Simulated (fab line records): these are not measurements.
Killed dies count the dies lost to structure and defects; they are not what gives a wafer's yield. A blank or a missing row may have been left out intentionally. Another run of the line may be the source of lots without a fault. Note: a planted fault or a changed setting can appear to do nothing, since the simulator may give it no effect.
Which tool is to blame? :: flow n5Finfet :: Sampling: 15 lots, 45 wafers, 7 of 1938 route steps

== WHAT EACH GAUGE READ, for each wafer ==
N5_BEOL_M0_SAQP_OVL_MEAS_15. Usual: M0_CORE_OVL typically reads -0.1 nm, with standard deviation 0.73.
lot: L417
measured: day 5 15:09
on: overlay-02
M0_CORE_OVL (nm): -0.1 0.3 1.1
flag: 

lot: L418
measured: day 5 23:54
on: overlay-01
M0_CORE_OVL (nm): -0.6 -0.2 -1.1
flag: 

lot: L419
measured: day 6 14:48
on: overlay-02
M0_CORE_OVL (nm): -0.2 1.1 -0.1
flag: 

lot: L420
measured: day 6 17:59
on: overlay-01
M0_CORE_OVL (nm): -0.6 -1.2 -1.1
flag: 

lot: L421
measured: day 6 21:29
on: overlay-01
M0_CORE_OVL (nm): 0.8 0.4 0.8
flag: 

lot: L422
measured: day 7 02:42
on: overlay-01
M0_CORE_OVL (nm): -0.8 -1.1 -0.4
flag: 

lot: L423
measured: day 7 05:17
on: overlay-01
M0_CORE_OVL (nm): -0.6 -0.9 -0.5
flag: 

lot: L426
measured: day 7 14:56
on: overlay-02
M0_CORE_OVL (nm): -0.5 0.6 -0.1
flag: 

lot: L427
measured: day 8 01:34
on: overlay-02
M0_CORE_OVL (nm): -1.8 -1.3 -2.1
flag: 

lot: L428
measured: day 8 08:12
on: overlay-02
M0_CORE_OVL (nm): 0.8 0.0 0.2
flag: 

lot: L429
measured: day 8 13:14
on: overlay-01
M0_CORE_OVL (nm): -0.7 0.2 -1.0
flag: 

lot: L432
measured: day 9 08:37
on: overlay-02
M0_CORE_OVL (nm): 0.2 1.3 0.2
flag: 

lot: L438
measured: day 10 21:27
on: overlay-02
M0_CORE_OVL (nm): -0.2 -0.2 0.8
flag: 

lot: L437
measured: day 11 00:32
on: overlay-01
M0_CORE_OVL (nm): 0.4 0.0 -0.5
flag: 

lot: L440
measured: day 11 06:37
on: overlay-02
M0_CORE_OVL (nm): -0.8 0.5 0.5
flag: 

N5_BEOL_M0_SAQP_CD_MEAS_25 targets a cd of 13.1 nm. Usual: 12.83 nm for cdNm, sd 0.25.
lot: L417
measured: day 5 16:49
on: cdSem-03
cdNm (nm): 12.68 12.81 13.20
flag: 

lot: L418
measured: day 6 01:49
on: cdSem-03
cdNm (nm): 13.26 12.88 12.87
flag: 

lot: L419
measured: day 6 18:16
on: cdSem-01
cdNm (nm): 12.76 12.85 12.58
flag: 

lot: L420
measured: day 6 19:58
on: cdSem-03
cdNm (nm): 13.00 13.28 12.86
flag: 

lot: L421
measured: day 6 23:36
on: cdSem-02
cdNm (nm): 13.03 12.34 12.71
flag: 

lot: L422
measured: day 7 04:55
on: cdSem-01
cdNm (nm): 12.73 12.94 12.83
flag: 

lot: L423
measured: day 7 07:35
on: cdSem-01
cdNm (nm): 13.12 12.54 12.46
flag: 

lot: L426
measured: day 7 16:45
on: cdSem-03
cdNm (nm): 12.86 12.92 12.98
flag: 

lot: L427
measured: day 8 03:12
on: cdSem-01
cdNm (nm): - - -
flag: OFF

lot: L428
measured: day 8 10:13
on: cdSem-01
cdNm (nm): - - -
flag: OFF

lot: L429
measured: day 8 15:25
on: cdSem-01
cdNm (nm): - - -
flag: OFF

lot: L432
measured: day 9 11:10
on: cdSem-01
cdNm (nm): 13.09 12.91 12.98
flag: 

lot: L438
measured: day 11 00:23
on: cdSem-03
cdNm (nm): 12.80 12.94 12.34
flag: 

lot: L437
measured: day 11 02:39
on: cdSem-01
cdNm (nm): 12.63 13.09 12.85
flag: 

lot: L440
measured: day 11 08:20
on: cdSem-03
cdNm (nm): 12.60 12.75 12.90
flag: 

N5_BEOL_M4_RC_MEAS_101. Usual: DIBL_N 35.9 mV/V, standard deviation 1.4; DIBL_P 35.9 mV/V, standard deviation 1.7; IOFF_N 0.160 nA/um, standard deviation 0.026; IOFF_P 0.21 nA/um, standard deviation 0.036; ION_N 672 uA/um, standard deviation 11; ION_P 461 uA/um, standard deviation 8.1; SS_N 71.4 mV/dec, standard deviation 0.54; SS_P 73.2 mV/dec, standard deviation 0.67; VT_N 249.3 mV, standard deviation 2.7; VT_P -250 mV, standard deviation 3.9.
lot: L417
measured: day 7 17:38
on: prober-01
DIBL_N (mV/V): 35.5 34.1 34.8
DIBL_P (mV/V): 35.6 33.7 34.4
IOFF_N (nA/um): 0.172 0.148 0.159
IOFF_P (nA/um): 0.26 0.23 0.24
ION_N (uA/um): 685 678 681
ION_P (uA/um): 473 478 474
SS_N (mV/dec): 71.3 71.3 71.0
SS_P (mV/dec): 73.5 73.0 72.9
VT_N (mV): 250.0 248.9 248.9
VT_P (mV): -243 -246 -244
flag: 

lot: L418
measured: day 8 04:54
on: prober-01
DIBL_N (mV/V): 34.3 38.8 36.5
DIBL_P (mV/V): 33.6 39.7 35.2
IOFF_N (nA/um): 0.129 0.233 0.155
IOFF_P (nA/um): 0.19 0.29 0.22
ION_N (uA/um): 660 687 672
ION_P (uA/um): 462 468 457
SS_N (mV/dec): 71.6 72.8 72.1
SS_P (mV/dec): 72.8 74.8 73.3
VT_N (mV): 250.5 243.2 251.0
VT_P (mV): -248 -244 -247
flag: 

lot: L419
measured: day 9 00:26
on: prober-01
DIBL_N (mV/V): 34.8 36.4 32.5
DIBL_P (mV/V): 34.6 37.3 32.9
IOFF_N (nA/um): 0.127 0.172 0.114
IOFF_P (nA/um): 0.20 0.26 0.19
ION_N (uA/um): 660 683 669
ION_P (uA/um): 460 474 470
SS_N (mV/dec): 71.4 71.5 70.7
SS_P (mV/dec): 71.7 73.3 72.3
VT_N (mV): 253.8 250.2 250.5
VT_P (mV): -248 -246 -247
flag: 

lot: L420
measured: day 9 04:48
on: prober-02
DIBL_N (mV/V): 36.3 38.0 36.7
DIBL_P (mV/V): 36.2 39.1 35.7
IOFF_N (nA/um): 0.161 0.208 0.169
IOFF_P (nA/um): 0.22 0.28 0.21
ION_N (uA/um): 674 682 674
ION_P (uA/um): 462 465 454
SS_N (mV/dec): 71.1 72.0 71.8
SS_P (mV/dec): 74.1 73.7 73.2
VT_N (mV): 249.6 246.3 250.4
VT_P (mV): -247 -248 -247
flag: 

lot: L421
measured: day 9 12:25
on: prober-02
DIBL_N (mV/V): 37.0 35.1 34.3
DIBL_P (mV/V): 38.7 36.5 35.6
IOFF_N (nA/um): 0.187 0.160 0.139
IOFF_P (nA/um): 0.24 0.20 0.18
ION_N (uA/um): 680 680 673
ION_P (uA/um): 455 468 459
SS_N (mV/dec): 72.2 71.6 71.5
SS_P (mV/dec): 74.2 73.1 73.1
VT_N (mV): 246.1 248.8 249.6
VT_P (mV): -249 -253 -255
flag: 

lot: L422
measured: day 9 14:31
on: prober-01
DIBL_N (mV/V): 37.4 37.1 35.0
DIBL_P (mV/V): 35.6 36.0 33.4
IOFF_N (nA/um): 0.178 0.178 0.136
IOFF_P (nA/um): 0.20 0.21 0.16
ION_N (uA/um): 674 686 664
ION_P (uA/um): 456 458 448
SS_N (mV/dec): 71.8 71.6 71.7
SS_P (mV/dec): 73.3 73.6 72.4
VT_N (mV): 247.8 249.2 253.0
VT_P (mV): -255 -253 -255
flag: 

lot: L423
measured: day 9 05:35
on: prober-01
DIBL_N (mV/V): 35.8 37.2 35.4
DIBL_P (mV/V): 37.4 38.3 36.6
IOFF_N (nA/um): 0.168 0.183 0.158
IOFF_P (nA/um): 0.24 0.24 0.21
ION_N (uA/um): 689 681 666
ION_P (uA/um): 473 463 459
SS_N (mV/dec): 71.4 71.7 70.7
SS_P (mV/dec): 73.3 73.6 73.8
VT_N (mV): 248.0 246.9 249.3
VT_P (mV): -249 -247 -252
flag: 

lot: L426
measured: day 10 05:20
on: prober-02
DIBL_N (mV/V): 35.6 35.7 36.2
DIBL_P (mV/V): 34.3 35.1 34.6
IOFF_N (nA/um): 0.140 0.142 0.146
IOFF_P (nA/um): 0.19 0.19 0.19
ION_N (uA/um): 666 663 670
ION_P (uA/um): 456 457 462
SS_N (mV/dec): 71.3 70.9 71.1
SS_P (mV/dec): 72.4 72.9 72.4
VT_N (mV): 253.3 251.2 250.4
VT_P (mV): -252 -250 -250
flag: 

lot: L432
measured: day 11 15:05
on: prober-02
DIBL_N (mV/V): 34.8 34.5 34.4
DIBL_P (mV/V): 35.3 34.6 35.7
IOFF_N (nA/um): 0.136 0.142 0.152
IOFF_P (nA/um): 0.16 0.16 0.17
ION_N (uA/um): 656 669 681
ION_P (uA/um): 454 453 458
SS_N (mV/dec): 71.0 70.9 71.0
SS_P (mV/dec): 73.2 73.3 72.9
VT_N (mV): 249.6 250.4 247.1
VT_P (mV): -255 -254 -254
flag: 

lot: L438
measured: day 13 03:45
on: prober-02
DIBL_N (mV/V): 40.2 35.4 37.4
DIBL_P (mV/V): 39.1 34.9 37.0
IOFF_N (nA/um): 0.228 0.132 0.165
IOFF_P (nA/um): 0.27 0.19 0.22
ION_N (uA/um): 677 672 682
ION_P (uA/um): 468 462 465
SS_N (mV/dec): 72.5 70.7 71.2
SS_P (mV/dec): 74.4 72.5 73.3
VT_N (mV): 246.0 252.0 247.7
VT_P (mV): -248 -254 -249
flag: 

lot: L437
measured: day 13 21:21
on: prober-02
DIBL_N (mV/V): 36.1 37.1 37.0
DIBL_P (mV/V): 34.4 36.0 36.6
IOFF_N (nA/um): 0.142 0.142 0.158
IOFF_P (nA/um): 0.15 0.17 0.18
ION_N (uA/um): 664 643 674
ION_P (uA/um): 450 441 450
SS_N (mV/dec): 70.9 71.9 71.8
SS_P (mV/dec): 72.8 73.1 73.2
VT_N (mV): 249.5 253.3 248.2
VT_P (mV): -258 -254 -255
flag: 

lot: L440
measured: day 14 04:16
on: prober-02
DIBL_N (mV/V): 36.1 35.0 38.2
DIBL_P (mV/V): 36.2 35.4 39.4
IOFF_N (nA/um): 0.149 0.136 0.190
IOFF_P (nA/um): 0.18 0.17 0.24
ION_N (uA/um): 665 678 675
ION_P (uA/um): 456 459 462
SS_N (mV/dec): 71.0 70.9 71.5
SS_P (mV/dec): 72.9 73.7 74.2
VT_N (mV): 252.6 253.1 249.5
VT_P (mV): -253 -255 -248
flag: 

== WHAT TOOL EACH LOT RAN ON (gives the tool, then ch and the chambers of the sampled wafers, and finally the start) ==
lot: L417
N5_BEOL_M0_SAQP_PECVD_97: pecvd-03 ch 0,2, day 5 14:37
N5_BEOL_M0_SAQP_PECVD_04: pecvd-03 ch 0,2, day 5 14:40
N5_BEOL_M0_SAQP_MANDREL_ETCH_20: rieSi-05 ch 1,2, day 5 15:29
N5_BEOL_M0_SAQP_SPACER1_ETCHBACK_99: rieDiel-02 ch 1,3, day 5 16:37

lot: L418
N5_BEOL_M0_SAQP_PECVD_97: pecvd-03 ch 0,1, day 5 23:23
N5_BEOL_M0_SAQP_PECVD_04: pecvd-03 ch 0,1, day 5 23:25
N5_BEOL_M0_SAQP_MANDREL_ETCH_20: rieSi-02 ch 1,2,3, day 6 00:20
N5_BEOL_M0_SAQP_SPACER1_ETCHBACK_99: rieDiel-04 ch 0,1,3, day 6 01:37

lot: L419
N5_BEOL_M0_SAQP_PECVD_97: pecvd-02 ch 0,1,2, day 6 14:15
N5_BEOL_M0_SAQP_PECVD_04: pecvd-02 ch 0,1,2, day 6 14:17
N5_BEOL_M0_SAQP_MANDREL_ETCH_20: rieSi-02 ch 1,3, day 6 15:08
N5_BEOL_M0_SAQP_SPACER1_ETCHBACK_99: rieDiel-02 ch 0,2,3, day 6 18:05

lot: L420
N5_BEOL_M0_SAQP_PECVD_97: pecvd-02 ch 0,1,2, day 6 17:28
N5_BEOL_M0_SAQP_PECVD_04: pecvd-02 ch 0,1,2, day 6 17:30
N5_BEOL_M0_SAQP_MANDREL_ETCH_20: rieSi-02 ch 0,2,3, day 6 18:40
N5_BEOL_M0_SAQP_SPACER1_ETCHBACK_99: rieDiel-02 ch 1,2,3, day 6 19:46

lot: L421
N5_BEOL_M0_SAQP_PECVD_97: pecvd-02 ch 0,2, day 6 20:50
N5_BEOL_M0_SAQP_PECVD_04: pecvd-02 ch 0,2, day 6 20:53
N5_BEOL_M0_SAQP_MANDREL_ETCH_20: rieSi-02 ch 1,3, day 6 21:49
N5_BEOL_M0_SAQP_SPACER1_ETCHBACK_99: rieDiel-04 ch 2,3, day 6 23:25

lot: L422
N5_BEOL_M0_SAQP_PECVD_97: pecvd-02 ch 0,2, day 7 02:02
N5_BEOL_M0_SAQP_PECVD_04: pecvd-02 ch 0,2, day 7 02:05
N5_BEOL_M0_SAQP_MANDREL_ETCH_20: rieSi-03 ch 0,1, day 7 03:08
N5_BEOL_M0_SAQP_SPACER1_ETCHBACK_99: rieDiel-04 ch 0,1, day 7 04:43

lot: L423
N5_BEOL_M0_SAQP_PECVD_97: pecvd-01 ch 1,2, day 7 04:37
N5_BEOL_M0_SAQP_PECVD_04: pecvd-01 ch 1,2, day 7 04:40
N5_BEOL_M0_SAQP_MANDREL_ETCH_20: rieSi-05 ch 0,1,3, day 7 05:44
N5_BEOL_M0_SAQP_SPACER1_ETCHBACK_99: rieDiel-04 ch 0,2,3, day 7 07:23

lot: L426
N5_BEOL_M0_SAQP_PECVD_97: pecvd-02 ch 0,1, day 7 14:25
N5_BEOL_M0_SAQP_PECVD_04: pecvd-02 ch 0,1, day 7 14:27
N5_BEOL_M0_SAQP_MANDREL_ETCH_20: rieSi-05 ch 2,3, day 7 15:19
N5_BEOL_M0_SAQP_SPACER1_ETCHBACK_99: rieDiel-02 ch 0,1,2, day 7 16:33

lot: L427
N5_BEOL_M0_SAQP_PECVD_97: pecvd-01 ch 0,2, day 8 00:54
N5_BEOL_M0_SAQP_PECVD_04: pecvd-01 ch 0,2, day 8 00:56
N5_BEOL_M0_SAQP_MANDREL_ETCH_20: rieSi-05 ch 0,2,3, day 8 01:55
N5_BEOL_M0_SAQP_SPACER1_ETCHBACK_99: rieDiel-03 ch 2,3, day 8 03:01

lot: L428
N5_BEOL_M0_SAQP_PECVD_97: pecvd-01 ch 0,1,2, day 8 07:41
N5_BEOL_M0_SAQP_PECVD_04: pecvd-01 ch 0,1,2, day 8 07:43
N5_BEOL_M0_SAQP_MANDREL_ETCH_20: rieSi-03 ch 2,3, day 8 08:47
N5_BEOL_M0_SAQP_SPACER1_ETCHBACK_99: rieDiel-03 ch 0,1, day 8 10:01

lot: L429
N5_BEOL_M0_SAQP_PECVD_97: pecvd-02 ch 1,2, day 8 12:30
N5_BEOL_M0_SAQP_PECVD_04: pecvd-02 ch 1,2, day 8 12:34
N5_BEOL_M0_SAQP_MANDREL_ETCH_20: rieSi-05 ch 0,3, day 8 13:34
N5_BEOL_M0_SAQP_SPACER1_ETCHBACK_99: rieDiel-03 ch 1,2, day 8 15:13

lot: L432
N5_BEOL_M0_SAQP_PECVD_97: pecvd-03 ch 0,1, day 9 08:06
N5_BEOL_M0_SAQP_PECVD_04: pecvd-03 ch 0,1, day 9 08:08
N5_BEOL_M0_SAQP_MANDREL_ETCH_20: rieSi-03 ch 0,1,3, day 9 09:06
N5_BEOL_M0_SAQP_SPACER1_ETCHBACK_99: rieDiel-03 ch 0,1,2, day 9 10:58

lot: L438
N5_BEOL_M0_SAQP_PECVD_97: pecvd-02 ch 0,2, day 10 20:45
N5_BEOL_M0_SAQP_PECVD_04: pecvd-02 ch 0,2, day 10 20:49
N5_BEOL_M0_SAQP_MANDREL_ETCH_20: rieSi-03 ch 0,2,3, day 10 22:25
N5_BEOL_M0_SAQP_SPACER1_ETCHBACK_99: rieDiel-04 ch 2,3, day 11 00:11

lot: L437
N5_BEOL_M0_SAQP_PECVD_97: pecvd-02 ch 0,1,2, day 10 23:53
N5_BEOL_M0_SAQP_PECVD_04: pecvd-02 ch 0,1,2, day 10 23:56
N5_BEOL_M0_SAQP_MANDREL_ETCH_20: rieSi-05 ch 0,1,2, day 11 00:52
N5_BEOL_M0_SAQP_SPACER1_ETCHBACK_99: rieDiel-04 ch 2,3, day 11 02:27

lot: L440
N5_BEOL_M0_SAQP_PECVD_97: pecvd-02 ch 0,1, day 11 06:05
N5_BEOL_M0_SAQP_PECVD_04: pecvd-02 ch 0,1, day 11 06:08
N5_BEOL_M0_SAQP_MANDREL_ETCH_20: rieSi-05 ch 0,1, day 11 06:58
N5_BEOL_M0_SAQP_SPACER1_ETCHBACK_99: rieDiel-04 ch 1,2, day 11 08:08
- N5_BEOL_M0_SAQP_PECVD_97: deposits SiNx from SiH4/NH3/N2, target thk 23 nm, time 19.9 s.
- N5_BEOL_M0_SAQP_PECVD_04: deposits a-Si from SiH4/He, target thk 60 nm, time 60.2 s.
- N5_BEOL_M0_SAQP_MANDREL_ETCH_20: etches a-Si in HBr/Cl2, stops on SiNx, target depth 60 nm, bt time 10 s, time 30 s.
- N5_BEOL_M0_SAQP_SPACER1_ETCHBACK_99: etches SiO2 in CHF3/O2, target depth 15.4 nm, time 7.7 s.

== AS READ BY THE TOOLS THEMSELVES (means over the sampled wafers that have a number; for cases with no such wafer, the mark the record gives instead) ==
N5_BEOL_M0_SAQP_PECVD_97. Usual: heaterPowerW 589 W, standard deviation 93; showerheadPlenumPTorr 5.16 Torr, standard deviation 0.058; throttleValvePct 39.4 %, standard deviation 1.7.
lot: L417
tool: pecvd-03
heaterPowerW (W): 469
showerheadPlenumPTorr (Torr): 5.14
throttleValvePct (%): 40.2
flag: 

lot: L418
tool: pecvd-03
heaterPowerW (W): 482
showerheadPlenumPTorr (Torr): 5.13
throttleValvePct (%): 40.7
flag: 

lot: L419
tool: pecvd-02
heaterPowerW (W): 623
showerheadPlenumPTorr (Torr): 5.16
throttleValvePct (%): 39.1
flag: 

lot: L420
tool: pecvd-02
heaterPowerW (W): 648
showerheadPlenumPTorr (Torr): 5.17
throttleValvePct (%): 39.1
flag: 

lot: L421
tool: pecvd-02
heaterPowerW (W): 629
showerheadPlenumPTorr (Torr): 5.15
throttleValvePct (%): 39.1
flag: 

lot: L422
tool: pecvd-02
heaterPowerW (W): 577
showerheadPlenumPTorr (Torr): 5.15
throttleValvePct (%): 39.2
flag: 

lot: L423
tool: pecvd-01
heaterPowerW (W): 582
showerheadPlenumPTorr (Torr): 5.15
throttleValvePct (%): 38.5
flag: 

lot: L426
tool: pecvd-02
heaterPowerW (W): 598
showerheadPlenumPTorr (Torr): 5.19
throttleValvePct (%): 40.3
flag: 

lot: L427
tool: pecvd-01
heaterPowerW (W): 581
showerheadPlenumPTorr (Torr): 5.16
throttleValvePct (%): 39.0
flag: 

lot: L428
tool: pecvd-01
heaterPowerW (W): 548
showerheadPlenumPTorr (Torr): 5.12
throttleValvePct (%): 39.8
flag: 

lot: L429
tool: pecvd-02
heaterPowerW (W): 679
showerheadPlenumPTorr (Torr): 5.20
throttleValvePct (%): 39.3
flag: 

lot: L432
tool: pecvd-03
heaterPowerW (W): 475
showerheadPlenumPTorr (Torr): 5.11
throttleValvePct (%): 41.4
flag: 

lot: L438
tool: pecvd-02
heaterPowerW (W): 650
showerheadPlenumPTorr (Torr): 5.14
throttleValvePct (%): 38.6
flag: 

lot: L437
tool: pecvd-02
heaterPowerW (W): 679
showerheadPlenumPTorr (Torr): 5.18
throttleValvePct (%): 39.4
flag: 

lot: L440
tool: pecvd-02
heaterPowerW (W): 645
showerheadPlenumPTorr (Torr): 5.21
throttleValvePct (%): 40.3
flag: 

N5_BEOL_M0_SAQP_PECVD_04. Usual: heaterPowerW 659 W, standard deviation 98; showerheadPlenumPTorr 5.68 Torr, standard deviation 0.044; throttleValvePct 18.0 %, standard deviation 0.79.
lot: L417
tool: pecvd-03
heaterPowerW (W): 579
showerheadPlenumPTorr (Torr): 5.67
throttleValvePct (%): 18.3
flag: 

lot: L418
tool: pecvd-03
heaterPowerW (W): 538
showerheadPlenumPTorr (Torr): 5.67
throttleValvePct (%): 18.5
flag: 

lot: L419
tool: pecvd-02
heaterPowerW (W): 677
showerheadPlenumPTorr (Torr): 5.70
throttleValvePct (%): 17.9
flag: 

lot: L420
tool: pecvd-02
heaterPowerW (W): 711
showerheadPlenumPTorr (Torr): 5.68
throttleValvePct (%): 17.9
flag: 

lot: L421
tool: pecvd-02
heaterPowerW (W): 623
showerheadPlenumPTorr (Torr): 5.67
throttleValvePct (%): 18.0
flag: 

lot: L422
tool: pecvd-02
heaterPowerW (W): 667
showerheadPlenumPTorr (Torr): 5.67
throttleValvePct (%): 17.9
flag: 

lot: L423
tool: pecvd-01
heaterPowerW (W): 650
showerheadPlenumPTorr (Torr): 5.67
throttleValvePct (%): 17.5
flag: 

lot: L426
tool: pecvd-02
heaterPowerW (W): 649
showerheadPlenumPTorr (Torr): 5.71
throttleValvePct (%): 18.3
flag: 

lot: L427
tool: pecvd-01
heaterPowerW (W): 630
showerheadPlenumPTorr (Torr): 5.69
throttleValvePct (%): 17.7
flag: 

lot: L428
tool: pecvd-01
heaterPowerW (W): 637
showerheadPlenumPTorr (Torr): 5.64
throttleValvePct (%): 18.2
flag: 

lot: L429
tool: pecvd-02
heaterPowerW (W): 795
showerheadPlenumPTorr (Torr): 5.71
throttleValvePct (%): 18.0
flag: 

lot: L432
tool: pecvd-03
heaterPowerW (W): 513
showerheadPlenumPTorr (Torr): 5.65
throttleValvePct (%): 18.9
flag: 

lot: L438
tool: pecvd-02
heaterPowerW (W): 709
showerheadPlenumPTorr (Torr): 5.67
throttleValvePct (%): 17.4
flag: 

lot: L437
tool: pecvd-02
heaterPowerW (W): 708
showerheadPlenumPTorr (Torr): 5.69
throttleValvePct (%): 18.2
flag: 

lot: L440
tool: pecvd-02
heaterPowerW (W): 661
showerheadPlenumPTorr (Torr): 5.72
throttleValvePct (%): 18.4
flag: 

N5_BEOL_M0_SAQP_MANDREL_ETCH_20. Usual: HBr_flow_sccm 150.0 sccm, standard deviation 0.46; biasW 75.02 W, standard deviation 0.22; drypumpMotorCurrentA 5.9 A, standard deviation 0.45; mfcCl2Sccm 80.03 sccm, standard deviation 0.23; oesProductAu 0.768 a.u., standard deviation 0.013; throttleValvePct 35.5 %, standard deviation 0.33.
lot: L417
tool: rieSi-05
HBr_flow_sccm (sccm): 149.9
biasW (W): 75.31
drypumpMotorCurrentA (A): 6.1
mfcCl2Sccm (sccm): 80.28
oesProductAu (a.u.): 0.760
throttleValvePct (%): 35.4
flag: 

lot: L418
tool: rieSi-02
HBr_flow_sccm (sccm): 150.1
biasW (W): 75.20
drypumpMotorCurrentA (A): 6.2
mfcCl2Sccm (sccm): 80.01
oesProductAu (a.u.): 0.768
throttleValvePct (%): 35.3
flag: 

lot: L419
tool: rieSi-02
HBr_flow_sccm (sccm): 150.0
biasW (W): 74.97
drypumpMotorCurrentA (A): 6.4
mfcCl2Sccm (sccm): 79.80
oesProductAu (a.u.): 0.762
throttleValvePct (%): 35.2
flag: 

lot: L420
tool: rieSi-02
HBr_flow_sccm (sccm): 150.2
biasW (W): 75.21
drypumpMotorCurrentA (A): 6.3
mfcCl2Sccm (sccm): 79.73
oesProductAu (a.u.): 0.777
throttleValvePct (%): 35.4
flag: 

lot: L421
tool: rieSi-02
HBr_flow_sccm (sccm): 150.3
biasW (W): 75.07
drypumpMotorCurrentA (A): 6.4
mfcCl2Sccm (sccm): 80.11
oesProductAu (a.u.): 0.765
throttleValvePct (%): 35.2
flag: 

lot: L422
tool: rieSi-03
HBr_flow_sccm (sccm): 150.0
biasW (W): 74.81
drypumpMotorCurrentA (A): 5.8
mfcCl2Sccm (sccm): 79.88
oesProductAu (a.u.): 0.766
throttleValvePct (%): 35.7
flag: 

lot: L423
tool: rieSi-05
HBr_flow_sccm (sccm): 150.1
biasW (W): 75.09
drypumpMotorCurrentA (A): 5.9
mfcCl2Sccm (sccm): 79.99
oesProductAu (a.u.): 0.767
throttleValvePct (%): 35.3
flag: 

lot: L426
tool: rieSi-05
HBr_flow_sccm (sccm): 150.0
biasW (W): 75.08
drypumpMotorCurrentA (A): 6.1
mfcCl2Sccm (sccm): 80.03
oesProductAu (a.u.): 0.766
throttleValvePct (%): 35.3
flag: 

lot: L427
tool: rieSi-05
HBr_flow_sccm (sccm): -
biasW (W): -
drypumpMotorCurrentA (A): -
mfcCl2Sccm (sccm): -
oesProductAu (a.u.): -
throttleValvePct (%): -
flag: OFF

lot: L428
tool: rieSi-03
HBr_flow_sccm (sccm): -
biasW (W): -
drypumpMotorCurrentA (A): -
mfcCl2Sccm (sccm): -
oesProductAu (a.u.): -
throttleValvePct (%): -
flag: OFF

lot: L429
tool: rieSi-05
HBr_flow_sccm (sccm): -
biasW (W): -
drypumpMotorCurrentA (A): -
mfcCl2Sccm (sccm): -
oesProductAu (a.u.): -
throttleValvePct (%): -
flag: OFF

lot: L432
tool: rieSi-03
HBr_flow_sccm (sccm): 149.9
biasW (W): 75.07
drypumpMotorCurrentA (A): 5.7
mfcCl2Sccm (sccm): 80.31
oesProductAu (a.u.): 0.761
throttleValvePct (%): 35.8
flag: 

lot: L438
tool: rieSi-03
HBr_flow_sccm (sccm): 149.6
biasW (W): 75.05
drypumpMotorCurrentA (A): 5.6
mfcCl2Sccm (sccm): 79.90
oesProductAu (a.u.): 0.766
throttleValvePct (%): 36.0
flag: 

lot: L437
tool: rieSi-05
HBr_flow_sccm (sccm): 150.3
biasW (W): 75.06
drypumpMotorCurrentA (A): 5.9
mfcCl2Sccm (sccm): 79.84
oesProductAu (a.u.): 0.775
throttleValvePct (%): 35.4
flag: 

lot: L440
tool: rieSi-05
HBr_flow_sccm (sccm): 149.7
biasW (W): 74.97
drypumpMotorCurrentA (A): 5.8
mfcCl2Sccm (sccm): 80.18
oesProductAu (a.u.): 0.775
throttleValvePct (%): 35.4
flag: 

N5_BEOL_M0_SAQP_SPACER1_ETCHBACK_99. Usual: drypumpMotorCurrentA 5.8 A, standard deviation 0.48; oesProductAu 0.80 a.u., standard deviation 0.088; rfVppV 525 V, standard deviation 11; showerheadPlenumPTorr 2.46 Torr, standard deviation 0.066; throttleValvePct 18.9 %, standard deviation 0.35.
lot: L417
tool: rieDiel-02
drypumpMotorCurrentA (A): 6.2
oesProductAu (a.u.): 0.94
rfVppV (V): 528
showerheadPlenumPTorr (Torr): 2.53
throttleValvePct (%): 18.7
flag: 

lot: L418
tool: rieDiel-04
drypumpMotorCurrentA (A): 5.9
oesProductAu (a.u.): 0.74
rfVppV (V): 528
showerheadPlenumPTorr (Torr): 2.46
throttleValvePct (%): 18.8
flag: 

lot: L419
tool: rieDiel-02
drypumpMotorCurrentA (A): 6.1
oesProductAu (a.u.): 0.87
rfVppV (V): 533
showerheadPlenumPTorr (Torr): 2.48
throttleValvePct (%): 18.8
flag: 

lot: L420
tool: rieDiel-02
drypumpMotorCurrentA (A): 6.2
oesProductAu (a.u.): 0.91
rfVppV (V): 530
showerheadPlenumPTorr (Torr): 2.49
throttleValvePct (%): 18.5
flag: 

lot: L421
tool: rieDiel-04
drypumpMotorCurrentA (A): 5.7
oesProductAu (a.u.): 0.74
rfVppV (V): 532
showerheadPlenumPTorr (Torr): 2.50
throttleValvePct (%): 19.0
flag: 

lot: L422
tool: rieDiel-04
drypumpMotorCurrentA (A): 6.1
oesProductAu (a.u.): 0.74
rfVppV (V): 534
showerheadPlenumPTorr (Torr): 2.47
throttleValvePct (%): 18.8
flag: 

lot: L423
tool: rieDiel-04
drypumpMotorCurrentA (A): 5.7
oesProductAu (a.u.): 0.73
rfVppV (V): 530
showerheadPlenumPTorr (Torr): 2.46
throttleValvePct (%): 19.1
flag: 

lot: L426
tool: rieDiel-02
drypumpMotorCurrentA (A): 5.7
oesProductAu (a.u.): 0.83
rfVppV (V): 528
showerheadPlenumPTorr (Torr): 2.43
throttleValvePct (%): 18.7
flag: 

lot: L427
tool: rieDiel-03
drypumpMotorCurrentA (A): 5.2
oesProductAu (a.u.): 0.31
rfVppV (V): 512
showerheadPlenumPTorr (Torr): 2.47
throttleValvePct (%): 18.8
flag: OFF

lot: L428
tool: rieDiel-03
drypumpMotorCurrentA (A): 6.0
oesProductAu (a.u.): 0.28
rfVppV (V): 508
showerheadPlenumPTorr (Torr): 2.34
throttleValvePct (%): 18.9
flag: OFF

lot: L429
tool: rieDiel-03
drypumpMotorCurrentA (A): 5.7
oesProductAu (a.u.): 0.29
rfVppV (V): 507
showerheadPlenumPTorr (Torr): 2.34
throttleValvePct (%): 18.9
flag: OFF

lot: L432
tool: rieDiel-03
drypumpMotorCurrentA (A): 5.7
oesProductAu (a.u.): 0.76
rfVppV (V): 513
showerheadPlenumPTorr (Torr): 2.38
throttleValvePct (%): 19.0
flag: 

lot: L438
tool: rieDiel-04
drypumpMotorCurrentA (A): 5.7
oesProductAu (a.u.): 0.81
rfVppV (V): 532
showerheadPlenumPTorr (Torr): 2.48
throttleValvePct (%): 18.9
flag: 

lot: L437
tool: rieDiel-04
drypumpMotorCurrentA (A): 5.7
oesProductAu (a.u.): 0.81
rfVppV (V): 532
showerheadPlenumPTorr (Torr): 2.48
throttleValvePct (%): 18.9
flag: 

lot: L440
tool: rieDiel-04
drypumpMotorCurrentA (A): 5.9
oesProductAu (a.u.): 0.72
rfVppV (V): 537
showerheadPlenumPTorr (Torr): 2.49
throttleValvePct (%): 19.1
flag: 

== THE ANSWER, worked out from the rows above alone ==
Rule: a lot counts as off when the mean over its wafers that have a number is more than 3 standard deviations away from the usual mean. A lot without any number at a reading at which 4 lots or more have one is off too. The other lots that the step has rows for count as sound. First the gauges in route order, then the tools' own readings, where a lot's mean is used as printed above. At the first step where some lot is off, the reading lying furthest off is the one used; lots without a number count as furthest.
Off, at N5_BEOL_M0_SAQP_CD_MEAS_25 on cdNm: L427, L428, L429. Without a number there: L427, L428, L429.
A tool fits if, at a process step before that reading, it ran every lot that is off, and no sound lot after the first of them. Not tried: the gauges at N5_BEOL_M0_SAQP_CD_MEAS_25; whatever is off there is also off at N5_BEOL_M0_SAQP_MANDREL_ETCH_20, on other tools, and gauge error can't account for it. No candidate that was tried fits.

== WHAT THE SIMULATOR HAD INSERTED ==
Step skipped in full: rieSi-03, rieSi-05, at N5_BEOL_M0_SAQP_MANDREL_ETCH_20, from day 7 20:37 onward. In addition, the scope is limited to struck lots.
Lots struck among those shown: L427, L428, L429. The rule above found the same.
